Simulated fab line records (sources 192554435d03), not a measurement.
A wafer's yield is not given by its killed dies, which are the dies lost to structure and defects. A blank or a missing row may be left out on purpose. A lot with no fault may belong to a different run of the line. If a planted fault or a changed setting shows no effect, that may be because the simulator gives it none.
Split-lot study | flow n5-finfet | 7 lots, 21 wafers read, on a route of 1938 steps

ON THE SPLIT
At N5_BEOL_M7_EXPOSE_25 (exposes mask V6, target cd 40 nm), the setting dose-mj was moved away from the recipe's 42.5 on 7 of the 21 wafers read, by -4.3% to +7.0%. The other wafers ran this setting at the recipe's value.

FROM THE SPLIT TO THE READING: what the file shows between them, 2 steps
- N5_BEOL_M7_PEB_26: peb time 60 s
- N5_BEOL_M7_DEVELOP_27: develop time 30 s

THE READING
cd-nm (nm) at N5_BEOL_M7_CD_MEAS_28, where the cd target is 40 nm. Fault-free wafers of this fab line usually give 40.09 nm, standard deviation 0.21 nm.

wafer  | tool, chamber at the split | dose-mj as run | against the recipe | cd-nm, nm | against lot-mates on the recipe
L075.3 | euv-scanner-02, 0          | 45.49          | +7.0%              | 41.52     | +1.27
L075.4 | euv-scanner-02, 0          | 45.49          | +7.0%              | 41.46     | +1.21
L075.5 | euv-scanner-02, 0          | 42.5           | recipe             | 40.25     | -
L080.2 | euv-scanner-02, 0          | 45.37          | +6.8%              | 41.49     | no lot-mate on the recipe
L080.4 | euv-scanner-02, 0          | 45.37          | +6.8%              | 41.38     | no lot-mate on the recipe
L080.5 | euv-scanner-02, 0          | 45.37          | +6.8%              | 41.47     | no lot-mate on the recipe
L082.1 | euv-scanner-01, 0          | 42.5           | recipe             | 39.74     | -
L082.3 | euv-scanner-01, 0          | 42.5           | recipe             | 39.97     | -
L082.4 | euv-scanner-01, 0          | 42.5           | recipe             | 39.96     | -
L086.4 | euv-scanner-02, 0          | 42.5           | recipe             | 40.29     | -
L086.5 | euv-scanner-02, 0          | 42.5           | recipe             | 40.02     | -
L086.6 | euv-scanner-02, 0          | 41.63          | -2.0%              | 39.63     | -0.52
L096.3 | euv-scanner-02, 0          | 42.5           | recipe             | 40.40     | -
L096.4 | euv-scanner-02, 0          | 42.5           | recipe             | 39.97     | -
L096.5 | euv-scanner-02, 0          | 42.5           | recipe             | 40.00     | -
L092.2 | euv-scanner-01, 0          | 42.5           | recipe             | 40.28     | -
L092.4 | euv-scanner-01, 0          | 42.5           | recipe             | 39.86     | -
L092.5 | euv-scanner-01, 0          | 42.5           | recipe             | 40.23     | -
L097.1 | euv-scanner-02, 0          | 42.5           | recipe             | 40.42     | -
L097.3 | euv-scanner-02, 0          | 42.5           | recipe             | 40.08     | -
L097.5 | euv-scanner-02, 0          | 40.67          | -4.3%              | 39.09     | -1.16

THE FIT
A straight line over all 21 wafers: cd-nm changes by +0.203 nm for each +1% of dose-mj; r = +0.97; the points scatter about the line by 0.18 nm.
The same after taking each lot's own level away (the mean of its wafers on the recipe; 18 wafers): +0.196 nm for each +1%; r = +0.95; scatter 0.17 nm.
On that fit, the largest move of dose-mj shifts the reading by 1.4 nm.
Across the lots, their own levels run from 39.890 to 40.250 nm, a range of 1.7 times the standard deviation given above.
Consequently the slope shifts little with the lot-to-lot level, the two slopes agreeing.
Check: with one of the wafers moved furthest among these (+7.0%) left out of the fit, the line predicts +1.39 nm for it against its lot-mates. It came out at +1.27 nm against them.

OTHER SPLITS APPLIED TO THESE WAFERS
Other splits were also applied to these wafers ahead of the reading. Each is held against what the fit with the lots' levels taken away leaves over:
other split on the same wafers    | wafers away from the commonest value | r with cd-nm (lot level and that fit taken away)
N5_BEOL_M5_ILD_DEP_00 time-s      | 7                                    | -0.05
N5_BEOL_M5_HM_DEP_02 target-thk-a | 7                                    | -0.10
N5_BEOL_M5_SPUTTER_83 time-s      | 5                                    | +0.30
N5_BEOL_M7_COAT_64 spin-rpm       | 4                                    | -0.23

THE WHOLE CHAIN: every reading that the file lists as answering this split, in the file's order
step                  | what it does                                                        | reading                                                        | change (the file's fit)               | r (the file's)
N5_BEOL_M7_CD_MEAS_28 | target cd 40 nm                                                     | cd-nm                                                          | +0.204 nm for each +1% of the setting | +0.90
N5_BEOL_M7_DESCUM_33  | chemistry O2, time 7 s                                              | BEOL_M7.cd-nm (the simulator's own value, which no gauge read) | +0.222 nm for each +1% of the setting | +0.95
N5_BEOL_M7_ETCH_66    | etches SOC in N2/H2, target depth 80 nm, overetch 16 nm, time 120 s | BEOL_M7.cd-nm (the simulator's own value, which no gauge read) | +0.262 nm for each +1% of the setting | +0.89

THE FILE'S OWN FIT
cd-nm changes by +0.204 nm for each +1% of dose-mj, r = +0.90.
